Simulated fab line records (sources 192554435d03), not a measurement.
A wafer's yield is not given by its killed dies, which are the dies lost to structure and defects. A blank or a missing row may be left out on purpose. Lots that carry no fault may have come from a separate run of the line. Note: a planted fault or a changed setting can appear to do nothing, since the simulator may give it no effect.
Split-lot experiment    flow n5-finfet    on a route of 1938 steps: 7 lots, 21 wafers read

== THE SPLIT ==
At N5_BEOL_M0_ETCH_109 (etches SiCN in CH3F/O2, target depth 8 nm, overetch 2.4 nm, time 27.4 s), the setting bias-w was moved away from the recipe's 75 W on 5 of the 21 wafers read, by -18.0% to -7.6%. This setting was run at the recipe's value on the other wafers.

The reading is taken at the split's own step.

== THE READING ==
rf-vpp-V, in V, at N5_BEOL_M0_ETCH_109 (etches SiCN in CH3F/O2, target depth 8 nm, overetch 2.4 nm, time 27.4 s). A value of 297.1 V with a standard deviation of 1.6 V is what fault-free wafers of this fab line usually give.

wafer   tool, chamber at the split  bias-w as run, W  against the recipe  rf-vpp-V, V  against lot-mates on the recipe
L074.1  rie-diel-01, 0              75                recipe              294.5        -
L074.2  rie-diel-01, 2              69.17             -7.8%               282.0        -13.4
L074.3  rie-diel-01, 3              75                recipe              296.4        -
L076.1  rie-diel-01, 1              75                recipe              297.3        -
L076.5  rie-diel-01, 0              65.06             -13.3%              270.7        -26.6
L076.6  rie-diel-01, 3              65.06             -13.3%              273.7        -23.6
L080.2  rie-diel-01, 2              69.31             -7.6%               283.3        -15.2
L080.4  rie-diel-01, 3              75                recipe              298.6        -
L080.5  rie-diel-01, 2              75                recipe              298.4        -
L090.2  rie-diel-05, 2              75                recipe              297.7        -
L090.3  rie-diel-05, 0              75                recipe              297.6        -
L090.4  rie-diel-05, 3              75                recipe              295.7        -
L089.2  rie-diel-05, 1              75                recipe              295.6        -
L089.4  rie-diel-05, 2              75                recipe              297.5        -
L089.6  rie-diel-05, 0              75                recipe              298.3        -
L092.1  rie-diel-06, 0              61.51             -18.0%              261.3        -34.0
L092.2  rie-diel-06, 3              75                recipe              296.0        -
L092.6  rie-diel-06, 0              75                recipe              294.6        -
L093.2  rie-diel-01, 0              75                recipe              299.5        -
L093.3  rie-diel-01, 3              75                recipe              299.7        -
L093.6  rie-diel-01, 1              75                recipe              296.9        -

THE FIT
A straight line over all 21 wafers: rf-vpp-V changes by +1.93 V for each +1% of bias-w; r = +0.99; the points scatter about the line by 1.5 V.
The same after taking each lot's own level away (the mean of its wafers on the recipe; 21 wafers): +1.89 V for each +1%; r = +1.00; scatter 1 V.
The reading moves by 34 V for the largest change in bias-w, on that fit.
The span of the lots' own levels, 295.30 to 298.70 V, comes to 2.1 times the standard deviation stated above.
The two slopes are in agreement: the lot-to-lot level therefore moves the slope only a little.
Check: -33.9 V against its lot-mates is what the line predicts for one of the wafers moved furthest among these (-18.0%) when that wafer is left out of the fit. Against them it came out at -34 V.
Tool readings at the split's step, against how far the setting was moved: rf-vpp-V r = +0.99.

== THESE WAFERS: OTHER SPLITS ==
Before the reading, these wafers also passed through other splits. Each is held against what the fit with the lots' levels taken away leaves over:
other split on the same wafers          wafers away from the commonest value  r with rf-vpp-V (lot level and that fit taken away)
N5_HKMG_FIN_ETCH_55 bias-w              5                                     -0.23
N5_GATE_CUT_EXPOSE_10 dose-mj           8                                     +0.00
N5_GATE_CUT_ALD_22 ald-cycles           4                                     -0.09
N5_MOL_CONTACT_COAG_COAT_34 spin-rpm    5                                     +0.16
N5_MOL_CONTACT_COAG_ALD_133 ald-cycles  11                                    +0.23

== FILE'S OWN FIT ==
rf-vpp-V changes by +1.88 V for each +1% of bias-w, r = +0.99.
